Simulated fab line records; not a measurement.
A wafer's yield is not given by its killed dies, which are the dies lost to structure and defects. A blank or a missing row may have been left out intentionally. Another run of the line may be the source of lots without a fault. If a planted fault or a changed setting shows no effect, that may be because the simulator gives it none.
A struck lot beside a sound one | flow nand-harc | 24 steps out of a route of 1302
Sound: wafers L636.2, L636.3, L636.6. Wafers L629.1, L629.4, L629.5 were the ones struck. The cause comes at the end.
At each step with rows: each side's tool, then ch and its chambers, then its first start. Under that, the readings that differ: sound wafers | struck wafers | difference of the means | sigmas: that difference in standard deviations of wafers without a fault.
alike: words and numbers the same on both sides, and readings whose means are apart by under 2 such deviations; not compared: readings that were withheld, readings missing a value for some wafer, numbers with overlapping values and no deviation given by the record, and bounds like >300 which may hide the same value.
The two part at a step that has a row with sigmas, a row that says differs or no value, or rows on one side only. Numbers that don't overlap but have no deviation are shown without sigmas and don't part them. A reading that every wafer of one side lacks parts them only if that side has two wafers or more.

first, 8 steps without rows for these wafers: NHARC_A_CHANNEL_HOLE_D1_DESCUM_15 (chemistry O2, time 3 s); NHARC_A_CHANNEL_HOLE_D1_ETCH_38 (etches the open film in CF4, target depth 39 nm, time 65 s); NHARC_A_CHANNEL_HOLE_D1_ETCH_39 (etches the open film in N2/H2, target depth 260 nm, time 325 s); NHARC_A_CHANNEL_HOLE_D1_ETCH_34 (etches the open film in CF4/CHF3, target depth 154 nm, time 77 s); NHARC_A_CHANNEL_HOLE_D1_ETCH_16 (etches the open film in O2/COS, target depth 3100 nm, time 806 s); NHARC_A_CHANNEL_HOLE_D1_ETCH_19 (etches the open film in C4F8/O2/Ar, time 34.5 s); NHARC_A_CHANNEL_HOLE_D1_ETCH_20 (etches the open film in C4F8/O2/Ar, time 361.9 s, target depth 1600 nm); NHARC_A_CHANNEL_HOLE_D1_ETCH_21 (etches the open film in C4F8/O2/Ar, time 514.3 s, target depth 1600 nm).
NHARC_A_CHANNEL_HOLE_D1_ETCH_22: etches the open film in C4F8/O2/Ar, time 666.7 s, target depth 1600 nm.
  sound on har-etch-01 ch 0,1, day 17 19:13; struck on har-etch-02 ch 0,1, day 15 00:26
  no value came back on the struck wafers for any of 5 readings (c4f8-flow-sccm (sccm), chamber-pressure-mTorr (mTorr) and others); on the sound wafers c4f8-flow-sccm (sccm) reads 89.15 89.37 89.71
  not compared: rf-hours-counter-h
then, 8 steps without rows for these wafers: NHARC_A_CHANNEL_HOLE_D1_ETCH_23 (etches the open film in C4F8/O2/Ar, time 819 s, target depth 1600 nm); NHARC_A_CHANNEL_HOLE_D1_ETCH_24 (etches the open film in C4F8/O2/Ar, time 906.2 s, target depth 1500 nm); NHARC_A_CHANNEL_HOLE_D1_ETCH_25 (etches the open film in C4F8/O2/Ar, time 1040.2 s, target depth 1500 nm); NHARC_A_CHANNEL_HOLE_D1_ETCH_26 (etches the open film in C4F8/O2/Ar, time 224.1 s, target depth 300 nm); NHARC_A_CHANNEL_HOLE_D1_ETCH_33 (etches the open film in C4F8/O2/Ar, time 90 s, target depth 400 nm); NHARC_A_CHANNEL_HOLE_D1_STRIP_41 (strips in N2/H2); NHARC_A_CHANNEL_HOLE_D1_STRIP_42 (strips in CF4/CHF3); NHARC_A_CHANNEL_HOLE_D1_STRIP_43 (strips in O2/COS).
NHARC_A_CHANNEL_HOLE_D1_ETCH_44: etches the open film in CF4/O2, target depth 140 nm, overetch 14 nm, time 77 s.
  sound on rie-diel-02 ch 1,3, day 17 23:05; struck on rie-diel-10 ch 0,2,3, day 15 04:13
  alike: bias-w, cf4-flow-sccm, drypump-motor-current-A, oes_o_777_au, oes-product-au, rf-vpp-V, showerhead-plenum-p-Torr, throttle-valve-pct
  not compared: rf-hours-counter-h, model.A_CHANNEL_HOLE_D1.cd-nm
then, 3 steps without rows for these wafers: NHARC_A_CHANNEL_HOLE_D1_STRIP_27 (strips in O2); NHARC_A_CHANNEL_HOLE_D1_PRECLEAN_28 (cleans in SC1); NHARC_A_CHANNEL_HOLE_D1_SRD_29.
NHARC_A_CHANNEL_HOLE_D1_CD_MEAS_30:
  sound on cd-sem-01, day 17 23:53; struck on cd-sem-02, day 15 05:01
  reading    | sound          | struck       | difference | sigmas
  cd-nm (nm) | 91.1 89.4 92.2 | 1.2 3.2 -0.6 | -89.6      | -50
NHARC_A_CHANNEL_HOLE_D1_XSEM_31:
  sound on xsem-02 ch 0, day 17 23:58; struck on xsem-02 ch 0, day 15 05:07
  reading        | sound          | struck      | difference | sigmas
  bot-cd-nm (nm) | 75.5 73.4 76.2 | 0.9 2.6 0.0 | -73.9      | -41
  bow-nm (nm)    | 9.3 9.3 9.3    | 0.6 0.6 0.6 | -8.7       | -25
  alike: tilt-deg
-- the record jumps here: 15 days lie between the struck wafers' starts before and after (it left off in module A_CHANNEL_HOLE_D1 and takes up again in module END, whose first step shown is number 1302 of the route) --
NHARC_END_SORT_01:
  the record has rows for the struck wafers here (prober-02 ch 0, day 30 13:50) and none for the sound ones

WHERE THEY PART
Earliest at NHARC_A_CHANNEL_HOLE_D1_ETCH_22; latest, in this record, at NHARC_END_SORT_01.

WHY: the cause the simulator had injected
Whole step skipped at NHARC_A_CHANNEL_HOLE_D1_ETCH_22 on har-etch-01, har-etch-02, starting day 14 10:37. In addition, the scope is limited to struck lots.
